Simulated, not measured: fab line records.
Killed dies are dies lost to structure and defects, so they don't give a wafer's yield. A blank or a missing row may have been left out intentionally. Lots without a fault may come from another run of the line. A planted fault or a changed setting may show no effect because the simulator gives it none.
Which tool was responsible? ; flow nandHarc ; 6 lots (18 wafers sampled), 1 step of a 1302-step route

## WHAT THE GAUGES SHOWED, per wafer
NHARC_A_CONTACT_INSPECT_44.
lot;measured;on;rawDefectCount
L439;day 23 10:53;defectInspect-02;57 60 68
L438;day 24 07:43;defectInspect-02;60 72 80
L448;day 27 07:59;defectInspect-02;142 147 147
L447;day 28 08:37;defectInspect-01;107 92 103
L452;day 29 17:47;defectInspect-01;84 90 65
L454;day 30 19:36;defectInspect-01;40 48 48

## WHAT TOOL EACH LOT RAN ON (gives the tool, then ch and the chambers of the sampled wafers, and finally the start)
The record shows no process step preceding these readings.

## THE ANSWER, worked out from the rows above alone
Rule: the usual values come from the lots themselves. The widest of any qualifying gaps counts: lots, ordered by their means at a reading, are off when they make up no more than a third of the lots, leave a main group of 4 or more, and stand apart from it by 3 or more times the standard deviation of that group's means. A main group is skipped when, at the precision printed for the reading in the tables above, its means are all equal. Also off: a lot with no number at a reading for which 4 or more lots have one. Where the step has rows for the other lots, those lots are counted as sound.
Nothing can be told from this: no lot is off at any reading shown.

## WHAT WAS PUT IN BY THE SIMULATOR
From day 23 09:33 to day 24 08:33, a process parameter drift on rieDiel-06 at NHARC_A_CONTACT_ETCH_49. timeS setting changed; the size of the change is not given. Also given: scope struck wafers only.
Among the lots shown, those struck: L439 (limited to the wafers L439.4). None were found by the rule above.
